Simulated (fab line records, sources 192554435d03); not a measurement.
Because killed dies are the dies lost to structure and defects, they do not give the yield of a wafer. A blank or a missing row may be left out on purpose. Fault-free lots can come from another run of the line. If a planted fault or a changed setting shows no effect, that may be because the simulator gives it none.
Split-lot experiment	flow n5 finfet	on a route of 1938 steps: 7 lots, 21 wafers read

== SPLIT DETAILS ==
At N5_SD_EPI_N_PEB_07 (peb time 60 s), the setting peb temp c was moved away from the recipe's 110 C on 5 of the 21 wafers read, by -3.1% to +1.5%. For the rest of the wafers, this setting stayed at what the recipe calls for.

== FROM THE SPLIT ON TO THE READING: in between, the file shows 1 step ==
- N5_SD_EPI_N_DEVELOP_08: develop time 30 s (also split here: develop time s)

== THE READING ==
cd nm (nm) at N5_SD_EPI_N_CD_MEAS_09, where the cd target is 120 nm. On this fab line, fault-free wafers typically give 119.7 nm with a standard deviation of 0.72 nm.

wafer	tool, chamber at the split	peb temp c as run, C	against the recipe	cd nm, nm	against lot-mates on the recipe
L080.4	litho track-01, 0	110	recipe	119.3	-
L080.5	litho track-01, 0	110	recipe	118.6	-
L080.6	litho track-01, 0	110	recipe	117.7	-
L084.2	litho track-01, 0	110	recipe	119.6	-
L084.4	litho track-01, 0	107.2	-2.5%	113.0	-6.6
L084.5	litho track-01, 0	107.2	-2.5%	112.3	-7.3
L086.1	litho track-01, 0	106.6	-3.1%	110.2	-10.3
L086.2	litho track-01, 0	110	recipe	120.5	-
L086.3	litho track-01, 0	106.6	-3.1%	110.6	-9.9
L092.2	litho track-01, 0	110	recipe	119.2	-
L092.4	litho track-01, 0	110	recipe	119.8	-
L092.5	litho track-01, 0	110	recipe	119.9	-
L093.3	litho track-02, 0	110	recipe	119.8	-
L093.4	litho track-02, 0	110	recipe	120.6	-
L093.6	litho track-02, 0	111.7	+1.5%	124.2	+4.0
L094.1	litho track-05, 0	110	recipe	118.6	-
L094.5	litho track-05, 0	110	recipe	118.3	-
L094.6	litho track-05, 0	110	recipe	119.0	-
L097.2	litho track-02, 0	110	recipe	120.1	-
L097.4	litho track-02, 0	110	recipe	119.1	-
L097.6	litho track-02, 0	110	recipe	120.9	-

FIT RESULTS
A straight line over all 21 wafers: cd nm changes by +2.85 nm for each +1% of peb temp c; r = +0.98; the points scatter about the line by 0.81 nm.
The same after taking each lot's own level away (the mean of its wafers on the recipe; 21 wafers): +3.01 nm for each +1%; r = +0.99; scatter 0.6 nm.
The reading moves by 9.3 nm for the largest change in peb temp c, on that fit.
Measured against the standard deviation above, the lots' own levels, which go from 118.53 to 120.50 nm, span 2.7 times it.
Hence the lot-to-lot level has little effect on the slope; both slopes agree.
Check: for one of the wafers moved furthest among these (-3.1%), held out of the fit, the line's prediction against its lot-mates is -8.96 nm. It came out at -10.3 nm against them.

== ADDITIONAL SPLITS CARRIED BY THESE WAFERS ==
Other splits were also applied to these wafers ahead of the reading. Each is held against what the fit with the lots' levels taken away leaves over:
other split on the same wafers	wafers away from the commonest value	r with cd nm (lot level and that fit taken away)
N5_WELL_APT_PEB_06 peb time s	5	+0.02
N5_WELL_APT_DEVELOP_07 develop time s	6	-0.31
N5_FIN_SAQP_ALD_61 temp c	6	+0.26
N5_STI_FIN_REVEAL_ETCHBACK_08 time s	12	-0.43
N5_SD_EPI_N_DEVELOP_08 develop time s	6	+0.28

== THE WHOLE CHAIN: every reading that the file lists as answering this split, in the file's order ==
step	what it does	reading	change (the file's fit)	r (the file's)
N5_SD_EPI_N_CD_MEAS_09	target cd 120 nm	cd nm	+3 nm for each +1% of the setting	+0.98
N5_SD_EPI_N_DESCUM_14	chemistry O2, time 7.9 s	SD_EPI_N.cd nm (the simulator's own value, which no gauge read)	+2.97 nm for each +1% of the setting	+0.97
N5_SD_EPI_N_ETCH_34	etches SiARC in CF4, target depth 45.5 nm, time 75.8 s	SD_EPI_N.cd nm (the simulator's own value, which no gauge read)	+2.93 nm for each +1% of the setting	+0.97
N5_SD_EPI_N_ETCH_35	etches SOC in N2/H2, overetch 108 nm, time 486 s	SD_EPI_N.cd nm (the simulator's own value, which no gauge read)	+2.5 nm for each +1% of the setting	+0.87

== FILE'S OWN FIT ==
cd nm changes by +3 nm for each +1% of peb temp c, r = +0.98.
